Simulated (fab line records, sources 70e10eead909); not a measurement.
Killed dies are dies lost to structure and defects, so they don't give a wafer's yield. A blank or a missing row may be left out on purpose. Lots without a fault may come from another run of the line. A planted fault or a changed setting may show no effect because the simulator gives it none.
Which tool did it? | flow nand_harc | 24 lots, 72 wafers sampled, at 6 steps of a route of 1302

WHAT THE GAUGES READ, wafer by wafer
The record holds no reading of a measuring or inspecting step that can be judged against a usual standard deviation.

WHICH TOOL RAN EACH LOT (tool, then ch and the chambers of the sampled wafers, then the start)
lot  | NHARC_A_M0_DEGAS_28          | NHARC_A_M1_ETCH_28                            | NHARC_A_M1_ANNEAL_31             | NHARC_A_BONDPAD_ETCH_34            | NHARC_A_BONDPAD_ETCH_12                       | NHARC_A_BONDPAD_DEGAS_25
L077 | pvd_sputter-01, day 23 11:22 | rie_diel-05 ch 0,1,3, day 23 16:38 or earlier | rtp_anneal-02 ch 0, day 23 16:38 | rie_diel-07 ch 0,1,3, day 23 19:34 | rie_diel-07 ch 1,2,3, day 23 20:25 or earlier | pvd_sputter-03, day 23 20:25
L075 | pvd_sputter-01, day 23 13:06 | rie_diel-06 ch 0,1,2, day 23 18:01 or earlier | rtp_anneal-01 ch 0, day 23 18:01 | rie_diel-07 ch 1,2,3, day 23 21:01 | rie_diel-07 ch 0,2,3, day 23 21:53 or earlier | pvd_sputter-01, day 23 21:53
L074 | pvd_sputter-02, day 23 15:29 | rie_diel-09 ch 1,2,3, day 23 20:17 or earlier | rtp_anneal-02 ch 0, day 23 20:17 | rie_diel-07 ch 0,2,3, day 23 23:17 | rie_diel-07 ch 1,2, day 24 00:09 or earlier   | pvd_sputter-02, day 24 00:09
L076 | pvd_sputter-03, day 23 19:09 | rie_diel-05 ch 0,1,3, day 23 23:54 or earlier | rtp_anneal-02 ch 0, day 23 23:54 | rie_diel-07 ch 0,1,3, day 24 02:53 | rie_diel-07 ch 0,1,3, day 24 03:55 or earlier | pvd_sputter-03, day 24 03:55
L079 | pvd_sputter-03, day 24 10:58 | rie_diel-05 ch 2,3, day 24 15:46 or earlier   | rtp_anneal-01 ch 0, day 24 15:46 | rie_diel-01 ch 1,2, day 24 18:47   | rie_diel-01 ch 0,1,2, day 24 19:38 or earlier | pvd_sputter-01, day 24 19:38
L078 | pvd_sputter-01, day 24 11:57 | rie_diel-06 ch 1,3, day 24 16:42 or earlier   | rtp_anneal-02 ch 0, day 24 16:42 | rie_diel-08 ch 0,1, day 24 19:44   | rie_diel-08 ch 0,1,3, day 24 20:36 or earlier | pvd_sputter-03, day 24 20:36
L080 | pvd_sputter-02, day 25 10:54 | rie_diel-09 ch 0,2, day 25 15:38 or earlier   | rtp_anneal-02 ch 0, day 25 15:38 | rie_diel-01 ch 0,1,3, day 25 18:42 | rie_diel-01 ch 1,3, day 25 19:38 or earlier   | pvd_sputter-03, day 25 19:38
L081 | pvd_sputter-02, day 25 19:07 | rie_diel-09 ch 0,3, day 26 00:04 or earlier   | rtp_anneal-02 ch 0, day 26 00:04 | rie_diel-07 ch 1,2, day 26 02:56   | rie_diel-07 ch 0,1,2, day 26 03:50 or earlier | pvd_sputter-02, day 26 03:50
L084 | pvd_sputter-01, day 27 19:29 | rie_diel-05 ch 0,1, day 28 00:23 or earlier   | rtp_anneal-02 ch 0, day 28 00:23 | rie_diel-01 ch 0,3, day 28 03:26   | rie_diel-01 ch 0,1,3, day 28 04:20 or earlier | pvd_sputter-02, day 28 04:20
L082 | pvd_sputter-03, day 27 20:44 | rie_diel-06 ch 1,2, day 28 01:37 or earlier   | rtp_anneal-02 ch 0, day 28 01:37 | rie_diel-08 ch 0,1, day 28 04:39   | rie_diel-08 ch 1,3, day 28 05:34 or earlier   | pvd_sputter-01, day 28 05:34
L083 | pvd_sputter-01, day 27 22:28 | rie_diel-05 ch 1,2, day 28 03:20 or earlier   | rtp_anneal-02 ch 0, day 28 03:20 | rie_diel-08 ch 0,2,3, day 28 06:23 | rie_diel-08 ch 0,1, day 28 07:17 or earlier   | pvd_sputter-03, day 28 07:17
L087 | pvd_sputter-01, day 28 07:22 | rie_diel-05 ch 0,2,3, day 28 12:08 or earlier | rtp_anneal-01 ch 0, day 28 12:08 | rie_diel-07 ch 0,1, day 28 15:11   | rie_diel-07 ch 0,1, day 28 16:02 or earlier   | pvd_sputter-03, day 28 16:02
L085 | pvd_sputter-01, day 28 13:37 | rie_diel-09 ch 0,1,2, day 28 18:32 or earlier | rtp_anneal-01 ch 0, day 28 18:32 | rie_diel-07 ch 0,2, day 28 21:35   | rie_diel-07 ch 1,2, day 28 22:26 or earlier   | pvd_sputter-02, day 28 22:26
L088 | pvd_sputter-01, day 28 16:35 | rie_diel-05 ch 1,2,3, day 28 21:28 or earlier | rtp_anneal-01 ch 0, day 28 21:28 | rie_diel-01 ch 0,2,3, day 29 00:20 | rie_diel-01 ch 2,3, day 29 01:11 or earlier   | pvd_sputter-03, day 29 01:11
L086 | pvd_sputter-03, day 28 19:35 | rie_diel-09 ch 0,2,3, day 29 00:28 or earlier | rtp_anneal-01 ch 0, day 29 00:28 | rie_diel-07 ch 0,1, day 29 03:32   | rie_diel-07 ch 0,2, day 29 04:23 or earlier   | pvd_sputter-02, day 29 04:23
L089 | pvd_sputter-03, day 29 02:50 | rie_diel-05 ch 1,2,3, day 29 07:49 or earlier | rtp_anneal-02 ch 0, day 29 07:49 | rie_diel-07 ch 0,2,3, day 29 10:54 | rie_diel-07 ch 2,3, day 29 11:44 or earlier   | pvd_sputter-01, day 29 11:44
L091 | pvd_sputter-02, day 29 11:19 | rie_diel-05 ch 2,3, day 29 16:12 or earlier   | rtp_anneal-01 ch 0, day 29 16:12 | rie_diel-01 ch 0,2,3, day 29 19:06 | rie_diel-01 ch 2,3, day 29 19:58 or earlier   | pvd_sputter-03, day 29 19:58
L090 | pvd_sputter-03, day 29 16:31 | rie_diel-09 ch 2,3, day 29 21:19 or earlier   | rtp_anneal-01 ch 0, day 29 21:19 | rie_diel-07 ch 1,3, day 30 00:22   | rie_diel-07 ch 1,3, day 30 01:13 or earlier   | pvd_sputter-02, day 30 01:13
L093 | pvd_sputter-02, day 30 19:59 | rie_diel-09 ch 0,1,3, day 31 00:53 or earlier | rtp_anneal-02 ch 0, day 31 00:53 | rie_diel-08 ch 0,1,2, day 31 03:49 | rie_diel-08 ch 0,1,2, day 31 04:40 or earlier | pvd_sputter-03, day 31 04:40
L092 | pvd_sputter-02, day 30 21:43 | rie_diel-05 ch 0,1,2, day 31 02:51 or earlier | rtp_anneal-02 ch 0, day 31 02:51 | rie_diel-01 ch 0,2, day 31 05:47   | rie_diel-01 ch 2,3, day 31 06:39 or earlier   | pvd_sputter-03, day 31 06:39
L094 | pvd_sputter-01, day 31 04:03 | rie_diel-05 ch 2,3, day 31 08:56 or earlier   | rtp_anneal-02 ch 0, day 31 08:56 | rie_diel-07 ch 0,1,3, day 31 11:53 | rie_diel-07 ch 0,1,3, day 31 12:43 or earlier | pvd_sputter-03, day 31 12:43
L096 | pvd_sputter-03, day 31 18:20 | rie_diel-05 ch 1,3, day 31 23:29 or earlier   | rtp_anneal-02 ch 0, day 31 23:29 | rie_diel-07 ch 0,3, day 32 02:28   | rie_diel-07 ch 0,1,3, day 32 03:19 or earlier | pvd_sputter-01, day 32 03:19
L095 | pvd_sputter-02, day 32 11:28 | rie_diel-06 ch 0,2,3, day 32 16:21 or earlier | rtp_anneal-02 ch 0, day 32 16:21 | rie_diel-08 ch 1,2,3, day 32 19:26 | rie_diel-08 ch 0,1,3, day 32 20:17 or earlier | pvd_sputter-03, day 32 20:17
L097 | pvd_sputter-01, day 33 05:58 | rie_diel-09 ch 0,2,3, day 33 11:00 or earlier | rtp_anneal-01 ch 0, day 33 11:00 | rie_diel-07 ch 1,2,3, day 33 14:17 | rie_diel-07 ch 1,2, day 33 15:08 or earlier   | pvd_sputter-02, day 33 15:08
- NHARC_A_M0_DEGAS_28: time 60 s.
- NHARC_A_M1_ETCH_28: etches the open film in CF4/N2, target depth 30 nm, time 72.99 s.
- NHARC_A_M1_ANNEAL_31: time 90 s.
- NHARC_A_BONDPAD_ETCH_34: etches the open film in N2/H2, target depth 60 nm, overetch 18 nm, time 65.91 s.
- NHARC_A_BONDPAD_ETCH_12: etches the open film in CHF3/O2, target depth 220 nm, time 110 s.
- NHARC_A_BONDPAD_DEGAS_25: time 60 s.

WHAT THE TOOLS THEMSELVES READ (means of the sampled wafers that have a number; where no wafer has one, the mark that the record gives instead)
NHARC_A_M0_DEGAS_28. Usual: heater_power_w 355 W, standard deviation 50.
lot  | tool           | heater_power_w (W) | flag
L077 | pvd_sputter-01 | 395                |
L075 | pvd_sputter-01 | 391                |
L074 | pvd_sputter-02 | 327                |
L076 | pvd_sputter-03 | 349                |
L079 | pvd_sputter-03 | 300                |
L078 | pvd_sputter-01 | 416                |
L080 | pvd_sputter-02 | 342                |
L081 | pvd_sputter-02 | 344                |
L084 | pvd_sputter-01 | 391                |
L082 | pvd_sputter-03 | 350                |
L083 | pvd_sputter-01 | 389                |
L087 | pvd_sputter-01 | 362                |
L085 | pvd_sputter-01 | 355                |
L088 | pvd_sputter-01 | 387                |
L086 | pvd_sputter-03 | 333                |
L089 | pvd_sputter-03 | 319                |
L091 | pvd_sputter-02 | 335                |
L090 | pvd_sputter-03 | 354                |
L093 | pvd_sputter-02 | 353                |
L092 | pvd_sputter-02 | 342                |
L094 | pvd_sputter-01 | 382                |
L096 | pvd_sputter-03 | 372                |
L095 | pvd_sputter-02 | 328                |
L097 | pvd_sputter-01 | 392                |

NHARC_A_M1_ETCH_28. Usual: drypump_motor_current_A 5.6 A, standard deviation 0.53; oes_product_au 1.000 a.u., standard deviation 0.0075; rf_vpp_V 313.5 V, standard deviation 1.9; showerhead_plenum_p_Torr 2.59 Torr, standard deviation 0.097; throttle_valve_pct 19.794 %, standard deviation 0.008.
lot  | tool        | drypump_motor_current_A (A) | oes_product_au (a.u.) | rf_vpp_V (V) | showerhead_plenum_p_Torr (Torr) | throttle_valve_pct (%) | flag
L077 | rie_diel-05 | 5.5                         | 1.010                 | 312.6        | 2.51                            | 19.791                 |
L075 | rie_diel-06 | 5.9                         | 0.996                 | 313.5        | 2.59                            | 19.791                 |
L074 | rie_diel-09 | 5.2                         | 1.001                 | 313.1        | 2.59                            | 19.790                 |
L076 | rie_diel-05 | 5.5                         | 0.992                 | 312.4        | 2.51                            | 19.794                 |
L079 | rie_diel-05 | 6.1                         | 1.006                 | 315.2        | 2.68                            | 19.793                 |
L078 | rie_diel-06 | 5.7                         | 0.999                 | 313.2        | 2.60                            | 19.790                 |
L080 | rie_diel-09 | 5.2                         | 1.001                 | 311.3        | 2.52                            | 19.792                 |
L081 | rie_diel-09 | 5.1                         | 1.001                 | 314.5        | 2.58                            | 19.795                 |
L084 | rie_diel-05 | 5.5                         | 1.002                 | 311.9        | 2.47                            | 19.792                 |
L082 | rie_diel-06 | 6.2                         | 0.999                 | 312.0        | 2.54                            | 19.792                 |
L083 | rie_diel-05 | 6.1                         | 0.995                 | 313.1        | 2.58                            | 19.793                 |
L087 | rie_diel-05 | 5.7                         | 1.000                 | 313.5        | 2.59                            | 19.795                 |
L085 | rie_diel-09 | 5.3                         | 1.003                 | 312.2        | 2.57                            | 19.794                 |
L088 | rie_diel-05 | 5.9                         | 1.002                 | 313.6        | 2.60                            | 19.784                 |
L086 | rie_diel-09 | 5.2                         | 0.997                 | 312.2        | 2.54                            | 19.799                 |
L089 | rie_diel-05 | 5.9                         | 1.006                 | 314.0        | 2.60                            | 19.792                 |
L091 | rie_diel-05 | 5.7                         | 1.003                 | 315.1        | 2.62                            | 19.794                 |
L090 | rie_diel-09 | 5.3                         | 0.993                 | 311.9        | 2.50                            | 19.796                 |
L093 | rie_diel-09 | 5.1                         | 1.005                 | 313.7        | 2.62                            | 19.795                 |
L092 | rie_diel-05 | 5.9                         | 1.004                 | 313.5        | 2.57                            | 19.797                 |
L094 | rie_diel-05 | 6.1                         | 0.990                 | 315.1        | 2.68                            | 19.795                 |
L096 | rie_diel-05 | 5.4                         | 0.995                 | 312.2        | 2.54                            | 19.794                 |
L095 | rie_diel-06 | 5.8                         | 1.000                 | 313.7        | 2.60                            | 19.798                 |
L097 | rie_diel-09 | 5.2                         | 0.998                 | 312.4        | 2.54                            | 19.796                 |

NHARC_A_M1_ANNEAL_31. Usual: wafer_temp_C_max 225.66, standard deviation 0.26.
lot  | tool          | wafer_temp_C_max | flag
L077 | rtp_anneal-02 | 225.71           |
L075 | rtp_anneal-01 | 225.84           |
L074 | rtp_anneal-02 | 225.36           |
L076 | rtp_anneal-02 | 225.42           |
L079 | rtp_anneal-01 | 225.90           |
L078 | rtp_anneal-02 | 225.58           |
L080 | rtp_anneal-02 | 225.19           |
L081 | rtp_anneal-02 | 225.63           |
L084 | rtp_anneal-02 | 225.49           |
L082 | rtp_anneal-02 | 225.76           |
L083 | rtp_anneal-02 | 225.52           |
L087 | rtp_anneal-01 | 225.83           |
L085 | rtp_anneal-01 | 225.91           |
L088 | rtp_anneal-01 | 225.85           |
L086 | rtp_anneal-01 | 225.87           |
L089 | rtp_anneal-02 | 225.59           |
L091 | rtp_anneal-01 | 225.93           |
L090 | rtp_anneal-01 | 225.92           |
L093 | rtp_anneal-02 | 225.68           |
L092 | rtp_anneal-02 | 225.52           |
L094 | rtp_anneal-02 | 225.37           |
L096 | rtp_anneal-02 | 225.63           |
L095 | rtp_anneal-02 | 225.51           |
L097 | rtp_anneal-01 | 225.47           |

NHARC_A_BONDPAD_ETCH_34. Usual: drypump_motor_current_A 5.7 A, standard deviation 0.47; oes_product_au 1.000 a.u., standard deviation 0.0096; rf_vpp_V 430.9 V, standard deviation 2.9; showerhead_plenum_p_Torr 2.05 Torr, standard deviation 0.1; throttle_valve_pct 14.172 %, standard deviation 0.009.
lot  | tool        | drypump_motor_current_A (A) | oes_product_au (a.u.) | rf_vpp_V (V) | showerhead_plenum_p_Torr (Torr) | throttle_valve_pct (%) | flag
L077 | rie_diel-07 | 6.0                         | 1.007                 | 431.0        | 2.09                            | 14.168                 |
L075 | rie_diel-07 | 5.8                         | 1.010                 | 430.4        | 2.03                            | 14.176                 |
L074 | rie_diel-07 | 5.5                         | 1.011                 | 431.9        | 2.10                            | 14.169                 |
L076 | rie_diel-07 | 6.0                         | 1.010                 | 432.0        | 2.09                            | 14.174                 |
L079 | rie_diel-01 | 5.9                         | 1.003                 | 429.1        | 1.99                            | 14.172                 |
L078 | rie_diel-08 | 5.8                         | 0.990                 | 430.4        | 2.04                            | 14.173                 |
L080 | rie_diel-01 | 5.6                         | 1.002                 | 430.2        | 2.02                            | 14.176                 |
L081 | rie_diel-07 | 6.0                         | 1.003                 | 428.6        | 1.97                            | 14.175                 |
L084 | rie_diel-01 | 5.3                         | 0.993                 | 429.0        | 1.99                            | 14.172                 |
L082 | rie_diel-08 | 5.8                         | 0.997                 | 430.4        | 2.03                            | 14.162                 |
L083 | rie_diel-08 | 5.7                         | 0.997                 | 429.5        | 2.01                            | 14.169                 |
L087 | rie_diel-07 | 5.8                         | 1.000                 | 432.7        | 2.09                            | 14.172                 |
L085 | rie_diel-07 | 5.2                         | 1.004                 | 431.0        | 2.05                            | 14.169                 |
L088 | rie_diel-01 | 5.4                         | 0.991                 | 428.5        | 1.99                            | 14.175                 |
L086 | rie_diel-07 | 5.8                         | 1.005                 | 431.5        | 2.09                            | 14.175                 |
L089 | rie_diel-07 | 5.5                         | 0.998                 | 432.1        | 2.10                            | 14.171                 |
L091 | rie_diel-01 | 5.4                         | 0.990                 | 428.5        | 1.99                            | 14.179                 |
L090 | rie_diel-07 | 6.3                         | 1.005                 | 430.8        | 2.01                            | 14.167                 |
L093 | rie_diel-08 | 6.0                         | 0.985                 | 432.4        | 2.11                            | 14.167                 |
L092 | rie_diel-01 | 5.5                         | 0.994                 | 428.3        | 1.98                            | 14.162                 |
L094 | rie_diel-07 | 6.0                         | 1.006                 | 430.9        | 2.08                            | 14.172                 |
L096 | rie_diel-07 | 5.7                         | 1.004                 | 434.4        | 2.15                            | 14.177                 |
L095 | rie_diel-08 | 5.9                         | 0.989                 | 434.9        | 2.20                            | 14.164                 |
L097 | rie_diel-07 | 5.9                         | 1.001                 | 430.5        | 2.02                            | 14.166                 |

NHARC_A_BONDPAD_ETCH_12. Usual: drypump_motor_current_A 5.7 A, standard deviation 0.46; oes_product_au 0.945 a.u., standard deviation 0.026; rf_vpp_V 370.8 V, standard deviation 2.4; showerhead_plenum_p_Torr 2.42 Torr, standard deviation 0.11; throttle_valve_pct 20.572 %, standard deviation 0.0098.
lot  | tool        | drypump_motor_current_A (A) | oes_product_au (a.u.) | rf_vpp_V (V) | showerhead_plenum_p_Torr (Torr) | throttle_valve_pct (%) | flag
L077 | rie_diel-07 | 5.8                         | 0.974                 | 370.9        | 2.39                            | 20.569                 |
L075 | rie_diel-07 | 5.5                         | 0.928                 | 371.3        | 2.47                            | 20.574                 |
L074 | rie_diel-07 | 6.0                         | 0.967                 | 369.4        | 2.32                            | 20.571                 |
L076 | rie_diel-07 | 6.0                         | 0.940                 | 371.1        | 2.46                            | 20.582                 |
L079 | rie_diel-01 | 5.7                         | 0.972                 | 369.4        | 2.37                            | 20.577                 |
L078 | rie_diel-08 | 5.7                         | 0.956                 | 370.8        | 2.38                            | 20.568                 |
L080 | rie_diel-01 | 6.0                         | 0.933                 | 370.2        | 2.39                            | 20.562                 |
L081 | rie_diel-07 | 5.7                         | 0.933                 | 370.6        | 2.39                            | 20.564                 |
L084 | rie_diel-01 | 5.6                         | 0.925                 | 369.9        | 2.37                            | 20.570                 |
L082 | rie_diel-08 | 6.0                         | 0.955                 | 372.4        | 2.46                            | 20.573                 |
L083 | rie_diel-08 | 5.8                         | 0.918                 | 369.7        | 2.39                            | 20.570                 |
L087 | rie_diel-07 | 6.1                         | 0.985                 | 369.9        | 2.38                            | 20.573                 |
L085 | rie_diel-07 | 5.5                         | 0.976                 | 369.3        | 2.33                            | 20.576                 |
L088 | rie_diel-01 | 5.5                         | 0.941                 | 368.7        | 2.33                            | 20.564                 |
L086 | rie_diel-07 | 5.4                         | 0.981                 | 372.4        | 2.47                            | 20.580                 |
L089 | rie_diel-07 | 5.4                         | 0.929                 | 369.4        | 2.40                            | 20.582                 |
L091 | rie_diel-01 | 5.5                         | 0.921                 | 369.2        | 2.33                            | 20.574                 |
L090 | rie_diel-07 | 6.3                         | 0.981                 | 370.0        | 2.38                            | 20.575                 |
L093 | rie_diel-08 | 6.0                         | 0.912                 | 371.6        | 2.47                            | 20.570                 |
L092 | rie_diel-01 | 5.5                         | 0.922                 | 368.2        | 2.32                            | 20.579                 |
L094 | rie_diel-07 | 6.0                         | 0.933                 | 370.5        | 2.45                            | 20.575                 |
L096 | rie_diel-07 | 6.0                         | 0.974                 | 370.8        | 2.45                            | 20.566                 |
L095 | rie_diel-08 | 5.8                         | 0.914                 | 371.7        | 2.48                            | 20.569                 |
L097 | rie_diel-07 | 6.0                         | 0.924                 | 368.7        | 2.32                            | 20.580                 |

NHARC_A_BONDPAD_DEGAS_25. Usual: heater_power_w 483 W, standard deviation 69.
lot  | tool           | heater_power_w (W) | flag
L077 | pvd_sputter-03 | 491                |
L075 | pvd_sputter-01 | 510                |
L074 | pvd_sputter-02 | 455                |
L076 | pvd_sputter-03 | 486                |
L079 | pvd_sputter-01 | 579                |
L078 | pvd_sputter-03 | 415                |
L080 | pvd_sputter-03 | 409                |
L081 | pvd_sputter-02 | 466                |
L084 | pvd_sputter-02 | 483                |
L082 | pvd_sputter-01 | 500                |
L083 | pvd_sputter-03 | 493                |
L087 | pvd_sputter-03 | 482                |
L085 | pvd_sputter-02 | 484                |
L088 | pvd_sputter-03 | 452                |
L086 | pvd_sputter-02 | 487                |
L089 | pvd_sputter-01 | 438                |
L091 | pvd_sputter-03 | 495                |
L090 | pvd_sputter-02 | 528                |
L093 | pvd_sputter-03 | 502                |
L092 | pvd_sputter-03 | 399                |
L094 | pvd_sputter-03 | 507                |
L096 | pvd_sputter-01 | 497                |
L095 | pvd_sputter-03 | 503                |
L097 | pvd_sputter-02 | 490                |

THE ANSWER, worked out from the rows above alone
Rule: a lot is off if the mean of its wafers that have a number lies more than 3 standard deviations from the usual mean. A lot without any number at a reading at which 4 lots or more have one is off too. The other lots that the step has rows for count as sound. The gauges are gone through in route order, then the tools' own readings, and for those a lot's mean is taken as printed above. The first step at which some lot is off is used, and at that step the reading that is off furthest; a lot without a number counts as furthest.
No lot is off at any reading shown: from this, nothing can be told.

WHAT THE SIMULATOR HAD PUT IN
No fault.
